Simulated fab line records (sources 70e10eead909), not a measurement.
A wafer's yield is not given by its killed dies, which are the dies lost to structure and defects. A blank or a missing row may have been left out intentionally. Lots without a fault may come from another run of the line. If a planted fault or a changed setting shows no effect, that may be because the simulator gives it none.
Which tool was responsible? ; flow nandHarc ; 7 lots with 20 wafers sampled at 3 steps, on a route of 1159 steps

## WHAT THE GAUGES READ, wafer by wafer
NHARC_A_ONON_D1_THK_MEAS_21: measures by ellipsometry.
lot;measured;on;thkNm (nm)
L467;day 8 19:49;filmMetro-01;977 976 976
L472;day 9 17:21;filmMetro-02;1510 1009
L479;day 11 03:24;filmMetro-02;1011 1008 1008
L480;day 11 21:08;filmMetro-01;990 990 990
L482;day 12 00:20;filmMetro-02;989 992 990
L485;day 12 18:25;filmMetro-01;1010 1010 1011
L487;day 13 05:32;filmMetro-01;1002 1001 1002

## EACH LOT AND THE TOOL THAT RAN IT (in order: tool; ch and the chambers of the sampled wafers; start)
lot;NHARC_A_ZERO_WELL_ETCH_19;NHARC_A_ONON_D1_DEP_19
L467;rieDiel-03 ch 0,1,2, day 7 10:46;pecvdOnon-04 ch 0, day 8 19:22
L472;rieDiel-03 ch 0,3, day 8 08:55;pecvdOnon-04 ch 0, day 9 16:54
L479;rieDiel-03 ch 0,3, day 9 14:52;pecvdOnon-02 ch 0, day 11 02:53
L480;rieDiel-06 ch 0,3, day 10 08:20;pecvdOnon-03 ch 0, day 11 20:44
L482;rieDiel-04 ch 0,1,3, day 10 16:41;pecvdOnon-03 ch 0, day 11 23:49
L485;rieDiel-03 ch 0,3, day 11 12:32;pecvdOnon-02 ch 0, day 12 17:55
L487;rieDiel-03 ch 0,3, day 11 21:22;pecvdOnon-02 ch 0, day 13 05:01
- NHARC_A_ZERO_WELL_ETCH_19: etches the open film in N2/H2, target depth 80 nm, overetch 24 nm, time 87.88 s.
- NHARC_A_ONON_D1_DEP_19: target thk 1000 nm.

## THE ANSWER, worked out from the rows above alone
Rule: the usual values come from the lots themselves. The widest of any qualifying gaps counts: lots, ordered by their means at a reading, are off when they make up no more than a third of the lots, leave a main group of 4 or more, and stand apart from it by 3 or more times the standard deviation of that group's means. A main group is skipped when, at the precision printed for the reading in the tables above, its means are all equal. A lot without any number at a reading at which 4 lots or more have one is off too. All remaining lots with rows at the step are treated as sound.
Off at NHARC_A_ONON_D1_THK_MEAS_21 (thkNm): L472. Main group: mean 996 nm, sd 12.
A tool fits if, at a process step before that reading, it ran every lot that is off, and no sound lot after the first of them. Those tools and the gauges at NHARC_A_ONON_D1_THK_MEAS_21 are tried in the same way. One fits: NHARC_A_ONON_D1_DEP_19 on pecvdOnon-04. Its last sound lot is L467 (day 8 19:22), its first lot that is off L472 (day 9 16:54): a fault that began between those two fits.

## WHAT HAD BEEN PUT IN BY THE SIMULATOR
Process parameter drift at NHARC_A_ONON_D1_DEP_19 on pecvdOnon-04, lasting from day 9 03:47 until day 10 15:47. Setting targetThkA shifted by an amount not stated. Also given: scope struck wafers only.
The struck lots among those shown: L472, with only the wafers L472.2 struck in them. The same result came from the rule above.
